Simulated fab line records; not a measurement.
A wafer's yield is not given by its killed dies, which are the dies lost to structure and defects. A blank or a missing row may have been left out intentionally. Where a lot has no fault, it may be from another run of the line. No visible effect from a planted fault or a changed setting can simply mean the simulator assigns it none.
A struck lot beside a sound one :: flow n5_finfet :: 38 steps out of a route of 1938
Sound: wafers L259.2, L259.4, L259.5. Struck: wafer L250.5. The cause is given at the end.
For every step that has rows: the tool of each side, followed by ch and its chambers, followed by its first start. Under that, the readings that differ: sound wafers :: struck wafers :: difference of the means :: sigmas: that difference in standard deviations of wafers without a fault.
alike: words and numbers the same on both sides, and readings whose means are apart by under 2 such deviations; not compared: readings that were withheld, readings missing a value for some wafer, numbers with overlapping values and no deviation given by the record, and bounds like >300 which may hide the same value.
The two part at a step that has a row with sigmas, a row that says differs or no value, or rows on one side only. Non-overlapping numbers with no deviation appear without sigmas and do not part them. A reading that every wafer of one side lacks parts them only if that side has two wafers or more.

N5_BEOL_M15_STRIP_62: strips in O2.
  sound: rie_diel-05 ch 0,1,2; struck: rie_diel-05 ch 1
  alike: drypump_motor_current_A, o2_flow_sccm, oes_product_au, rf_vpp_V, showerhead_plenum_p_Torr, throttle_valve_pct
  not compared: rf_hours_counter_h
then, 4 steps without rows for these wafers: N5_BEOL_M15_STRIP_37 (strips in O2); N5_BEOL_M15_ETCH_38 (etches SiCN in CF4/N2, target depth 106.4 nm, time 120.5 s); N5_BEOL_M15_PRECLEAN_39 (cleans in residue remover, time 60 s); N5_BEOL_M15_SRD_40 (time 30 s, dry time 30 s).
N5_BEOL_M15_DEGAS_41: time 60 s.
  struck on pvd_sputter-03, day 13 14:49; sound on pvd_sputter-02, day 16 06:03
  alike: heater_power_w
then, 6 steps without rows for these wafers: N5_BEOL_M15_PRE_CLEAN_42 (time 30 s); N5_BEOL_M15_SPUTTER_43 (material TaN, target thk 15 nm, time 24.19 s); N5_BEOL_M15_SPUTTER_44 (material Ta, target thk 15 nm, time 24.19 s); N5_BEOL_M15_SPUTTER_45 (material Cu, target thk 100 nm, time 16.67 s); N5_BEOL_M15_ECD_47 (material Cu, target thk 1860 nm); N5_BEOL_M15_ANNEAL_48 (time 90 s).
N5_BEOL_M15_CMP_49: polishes, stops on SiO2, t overpolish 4.9 s, target thk 850 nm.
  sound on cmp-02 ch 2,3, day 16 06:59; struck on cmp-04 ch 2, day 13 15:51
  alike: barrier_field_endpoint_s, clearing_platen_down_force_psi, clearing_platen_rpm, head_pressure_psi, motor_current_A, overpolish_run_s
then, 2 steps without rows for these wafers: N5_BEOL_M15_PRE_CLEAN_52 (time 15 s); N5_BEOL_M15_DEP_53 (deposits SiCN from 3MS/NH3, target thk 50 nm, time 17.8 s).
N5_PASSIVATION_PECVD_00: deposits SiO2 from SiH4/N2O, target thk 200 nm, time 11.2 s.
  sound on pecvd-03 ch 0,1,2, day 16 08:25; struck on pecvd-01 ch 1, day 13 17:09
  alike: heater_power_w, showerhead_plenum_p_Torr, throttle_valve_pct
then, 15 steps without rows for these wafers: N5_MIM_BOT_DEGAS_01 (time 60 s); N5_MIM_BOT_SPUTTER_00 (material TiN, target thk 35 nm, time 89.7 s); N5_MIM_TOP_ALD_00 (deposits Al2O3, purge time 3 s, co reactant pulse time 3 s); N5_MIM_TOP_ALD_01 (deposits HfO2, target thk 5.6 nm, pulse time 1 s, purge time 3 s); N5_MIM_TOP_ALD_02 (deposits Al2O3, purge time 3 s, co reactant pulse time 3 s); N5_MIM_TOP_DEGAS_04 (time 60 s); N5_MIM_TOP_SPUTTER_03 (material TiN, target thk 35 nm, time 89.7 s); N5_MIM_TOP_LITHO_HMDS_01 (time 60 s); N5_MIM_TOP_LITHO_COAT_02; N5_MIM_TOP_LITHO_EBR_04; N5_MIM_TOP_LITHO_SOFTBAKE_03 (time 90 s); N5_MIM_TOP_LITHO_EXPOSE_05 (exposes mask MIM TOP, target cd 2000 nm); N5_MIM_TOP_LITHO_PEB_06; N5_MIM_TOP_LITHO_DEVELOP_07 (develop time 60 s); N5_MIM_TOP_LITHO_HARDBAKE_09 (time 120 s).
N5_MIM_TOP_LITHO_CD_MEAS_08: target cd 2000 nm.
  sound on cd_sem-01 ch 0, day 16 09:34; struck on cd_sem-02 ch 0, day 13 19:12
  alike: cd_nm
N5_MIM_TOP_LITHO_OVL_MEAS_11:
  sound on overlay-02 ch 0, day 16 09:36; struck on overlay-01 ch 0, day 13 19:14
  alike: MIM_TOP_OVL
then, 2 steps without rows for these wafers: N5_MIM_TOP_LITHO_DESCUM_10 (chemistry O2, time 7.9 s); N5_MIM_TOP_ETCH_ETCH_00 (etches TiN in Cl2/BCl3, target depth 38.5 nm).
N5_MIM_TOP_ETCH_STRIP_01: strips in O2.
  sound on rie_diel-06 ch 0,1, day 16 10:01; struck on rie_diel-06 ch 1, day 13 19:32
reading: rf_vpp_V (V)
sound: 3.3 2.6 2.5
struck: 7.5
difference: +4.7
sigmas: +4
  alike: drypump_motor_current_A, o2_flow_sccm, oes_product_au, showerhead_plenum_p_Torr, throttle_valve_pct
  not compared: rf_hours_counter_h
N5_MIM_TOP_ETCH_PECVD_03: deposits SiNx from SiH4/NH3/N2, target thk 20 nm, time 17.6 s.
  sound on pecvd-03 ch 0,1, day 16 10:04; struck on pecvd-03 ch 2, day 13 19:36
  alike: heater_power_w, showerhead_plenum_p_Torr, throttle_valve_pct
N5_PASSIVATION_PROBE_49:
  record: rows for the struck wafers here (prober-02, day 14 06:07), none for the sound ones

## WHERE THEY PART
First at N5_MIM_TOP_ETCH_STRIP_01; last, within this record, at N5_PASSIVATION_PROBE_49.

WHY: the cause the simulator had injected
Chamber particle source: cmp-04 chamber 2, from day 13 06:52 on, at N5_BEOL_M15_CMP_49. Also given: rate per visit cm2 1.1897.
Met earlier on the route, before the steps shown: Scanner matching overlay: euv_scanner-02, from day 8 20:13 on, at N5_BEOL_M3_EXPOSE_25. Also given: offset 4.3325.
